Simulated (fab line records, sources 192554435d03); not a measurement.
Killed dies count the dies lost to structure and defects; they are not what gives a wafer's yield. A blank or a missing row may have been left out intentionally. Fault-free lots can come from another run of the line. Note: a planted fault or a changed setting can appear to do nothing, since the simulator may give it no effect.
A lot that was struck, set against a sound lot	flow n5_finfet	23 out of 1938 route steps
Sound: the wafers L755.4, L755.5, L755.6. Struck: wafers L775.1, L775.3, L775.6. The cause is named last.
At each step with rows: each side's tool, then ch and its chambers, then its first start. Under that, the readings that differ: sound wafers	struck wafers	difference of the means	sigmas: that difference in standard deviations of wafers without a fault.
alike: readings whose means differ by less than 2 such deviations, and words and numbers that are the same on both sides. not compared: withheld readings, readings that some wafer has no value for, bounds like >300 that may hide the same value, and numbers for which the record gives no deviation and whose values overlap.
The two part at a step that has a row with sigmas, a row that says differs or no value, or rows on one side only. Numbers that have no deviation but don't overlap get no sigmas and don't part them. A reading missing from all wafers of one side parts the sides only when that side holds two or more wafers.

first, 10 steps without rows for these wafers: N5_BEOL_M0_SAQP_DESCUM_19 (chemistry O2, time 7.9 s); N5_BEOL_M0_SAQP_ETCH_83 (etches SiARC in CF4, target depth 39 nm, time 65 s); N5_BEOL_M0_SAQP_ETCH_84 (etches SOC in N2/H2, target depth 100 nm, overetch 20 nm, time 150 s); N5_BEOL_M0_SAQP_STRIP_80 (strips in N2/H2); N5_BEOL_M0_SAQP_HM_OPEN_112 (chemistry CHF3/O2, target SiO2, stops on a-Si, target depth 12 nm, time 13.5 s); N5_BEOL_M0_SAQP_STRIP_113 (strips in CHF3/O2); N5_BEOL_M0_SAQP_MANDREL_ETCH_20 (etches a-Si in HBr/Cl2, stops on SiNx, target depth 60 nm, bt time 10 s, time 30 s); N5_BEOL_M0_SAQP_STRIP_86 (strips in N2/H2); N5_BEOL_M0_SAQP_STRIP_115 (strips in post etch residue remover, time 60 s); N5_BEOL_M0_SAQP_SRD_93 (time 30 s).
N5_BEOL_M0_SAQP_RECESS_114: chemistry HF/NH3, target SiO2, target depth 14.4 nm, afs cycles 3, sublimation time 60 s.
  sound on vapor_etch-01 ch 0,1, day 5 11:13; struck on vapor_etch-02 ch 0,1, day 10 12:23
  no value came back on the struck wafers for afs_cycles, drypump_motor_current_A (A); on the sound wafers afs_cycles reads 3 3 3
reading	sound	struck	difference	sigmas
model.SiO2_of_BEOL_M0_SAQP_HM_DEP_111.thk_nm (nm)	0 0 0	11.4 11.6 11.8	+11.6	
model.SiNx_of_BEOL_M0_SAQP_PECVD_97.thk_nm (nm)	15.6 16 15.6	18.2 18 18.4	+2.5	
then, 8 steps without rows for these wafers: N5_BEOL_M0_SAQP_SPACER1_ALD_98 (deposits SiO2, target thk 12.8 nm, pulse time 1 s, purge time 2 s); N5_BEOL_M0_SAQP_SPACER1_ETCHBACK_99 (etches SiO2 in CHF3/O2, target depth 15.4 nm, time 7.7 s); N5_BEOL_M0_SAQP_MANDREL1_REMOVE_100 (chemistry HBr/Cl2/O2, target a-Si, stops on SiNx, bt time 10 s); N5_BEOL_M0_SAQP_ETCH_101 (etches SiNx in CH3F/O2, target depth 29.9 nm, time 42.7 s); N5_BEOL_M0_SAQP_ETCH_102 (etches SiO2 in CF4, target depth 4 nm, time 4.4 s); N5_BEOL_M0_SAQP_MANDREL_ETCH_103 (etches a-Si in HBr/Cl2, stops on SiCN, target depth 45 nm, bt time 10 s, time 27 s); N5_BEOL_M0_SAQP_RECESS_104 (chemistry HF/NH3, target SiO2, target depth 18 nm, afs cycles 3, sublimation time 60 s); N5_BEOL_M0_SAQP_COAT_105 (time 60 s, resist thk 100 nm).
N5_BEOL_M0_SAQP_ETCH_106: etches SOC in N2/H2, stops on SiNx, target depth 150 nm.
  sound on rie_diel-01 ch 0,1, day 5 13:00; struck on rie_diel-06 ch 1,3, day 10 14:20
reading	sound	struck	difference	sigmas
model.SiNx_of_BEOL_M0_SAQP_PECVD_97.thk_nm (nm)	15.2 15.6 15.2	17.8 17.4 17.8	+2.3	
  alike: drypump_motor_current_A, oes_product_au, rf_vpp_V, showerhead_plenum_p_Torr, throttle_valve_pct
  not compared: rf_hours_counter_h
then, 1 step without rows for these wafers: N5_BEOL_M0_SAQP_ETCH_107 (etches SiNx in CH3F/O2, target depth 30 nm).
N5_BEOL_M4_RC_MEAS_101:
  the record has rows for the sound wafers here (prober-02 ch 0, day 7 21:56) and none for the struck ones
-- a jump in the record: the struck wafers' starts before and after are 7 days apart (it breaks off in module BEOL_M4 and resumes in module PASSIVATION, where the first step shown is number 1936 of the route) --
N5_PASSIVATION_PROBE_49:
  only the struck wafers here have rows in the record (prober-02, day 17 22:53); the sound ones have none

== WHERE THEY PART ==
Earliest at N5_BEOL_M0_SAQP_RECESS_114; latest, in this record, at N5_PASSIVATION_PROBE_49.

WHY: the cause the simulator had injected
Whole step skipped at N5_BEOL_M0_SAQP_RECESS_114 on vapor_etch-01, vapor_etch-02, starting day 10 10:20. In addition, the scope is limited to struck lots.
